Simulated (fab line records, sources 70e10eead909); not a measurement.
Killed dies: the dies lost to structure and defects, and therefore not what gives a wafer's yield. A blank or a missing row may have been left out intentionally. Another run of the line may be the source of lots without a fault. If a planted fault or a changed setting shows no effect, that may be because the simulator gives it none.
Which tool did it? ; flow nand_harc ; 12 lots with 36 wafers sampled at 4 steps, on a route of 1302 steps

== WHAT EACH GAUGE READ, for each wafer ==
NHARC_P_CONTACT_OVL_MEAS_13.
lot;measured;on;overlay_x_nm (nm)
L075;day 5 06:28;overlay-02;0.8 1.0 1.1
L078;day 6 13:46;overlay-01;0.1 0.4 0.4
L079;day 6 19:26;overlay-01;0.6 0.8 1.0
L081;day 8 01:26;overlay-01;-0.5 -0.6 -0.5
L083;day 8 23:22;overlay-02;-1.3 -1.4 -1.6
L085;day 9 08:58;overlay-01;-0.1 0.5 0.7
L087;day 10 07:04;overlay-01;-0.6 0.1 -0.5
L089;day 10 23:12;overlay-02;-0.6 -0.1 -0.2
L091;day 12 07:19;overlay-01;0.4 0.4 0.1
L093;day 13 03:26;overlay-01;0.6 0.1 0.3
L095;day 13 20:50;overlay-01;0.6 0.7 0.2
L097;day 14 08:45;overlay-02;-0.1 -0.6 0.5

== TOOL THAT RAN EACH LOT (tool first, then ch and the chambers of the sampled wafers, then the start) ==
lot;NHARC_P_GATE_DESCUM_13;NHARC_P_GATE_DESCUM_48;NHARC_P_GATE_STRIP_111
L075;rie_diel-03 ch 1,2, day 3 20:38;rie_diel-05 ch 1,2,3, day 4 22:32;plasma_asher-01 ch 0,1, day 4 23:02
L078;rie_diel-03 ch 0,1,2, day 4 23:43;rie_diel-10 ch 0,1, day 6 05:21;plasma_asher-01 ch 0,1, day 6 05:43
L079;rie_diel-05 ch 1,2, day 5 08:24;rie_diel-10 ch 1,3, day 6 11:04;plasma_asher-02 ch 1, day 6 11:29
L081;rie_diel-05 ch 0,3, day 6 14:44;rie_diel-05 ch 0,1,2, day 7 17:37;plasma_asher-01 ch 0,1, day 7 18:01
L083;rie_diel-05 ch 0,2, day 7 07:55;rie_diel-10 ch 0,1,2, day 8 15:33;plasma_asher-02 ch 0,1, day 8 15:53
L085;rie_diel-10 ch 0,2,3, day 7 19:53;rie_diel-03 ch 0,2,3, day 9 01:01;plasma_asher-01 ch 0,1, day 9 01:22
L087;rie_diel-10 ch 1,2,3, day 8 21:08;rie_diel-10 ch 0,1,3, day 9 23:03;plasma_asher-02 ch 0,1, day 9 23:25
L089;rie_diel-10 ch 0,1, day 9 12:37;rie_diel-10 ch 0,3, day 10 15:09;plasma_asher-01 ch 0,1, day 10 15:36
L091;rie_diel-05 ch 0,3, day 10 17:35;rie_diel-10 ch 1,2,3, day 11 23:19;plasma_asher-02 ch 0,1, day 11 23:41
L093;rie_diel-10 ch 0,2,3, day 11 14:54;rie_diel-10 ch 1,2,3, day 12 19:14;plasma_asher-01 ch 0,1, day 12 19:40
L095;rie_diel-10 ch 0,2,3, day 12 04:55;rie_diel-03 ch 0,1,2, day 13 12:52;plasma_asher-01 ch 0,1, day 13 13:16
L097;rie_diel-10 ch 0,1,3, day 12 22:26;rie_diel-10 ch 0,2,3, day 14 00:41;plasma_asher-02 ch 0,1, day 14 01:02
- NHARC_P_GATE_DESCUM_13: chemistry O2, time 3 s.
- NHARC_P_GATE_DESCUM_48: chemistry O2, time 3 s.
- NHARC_P_GATE_STRIP_111: strips in N2/H2, time 250 s.

== THE ANSWER, worked out from the rows above alone ==
Rule: what is usual is taken from the lots themselves. Put in order of their means at a reading, lots are off if they are a third of the lots or fewer, leave a main group of 4 or more, and stand apart from it by a gap of 3 or more times the standard deviation of the main group's means; of several such gaps the widest counts. If all means in a main group match to the digits the tables above print for the reading, that group is not used. Also off: a lot with no number at a reading for which 4 or more lots have one. The other lots that the step has rows for count as sound.
No lot is off at any reading shown: from this, nothing can be told.

== WHAT HAD BEEN PUT IN BY THE SIMULATOR ==
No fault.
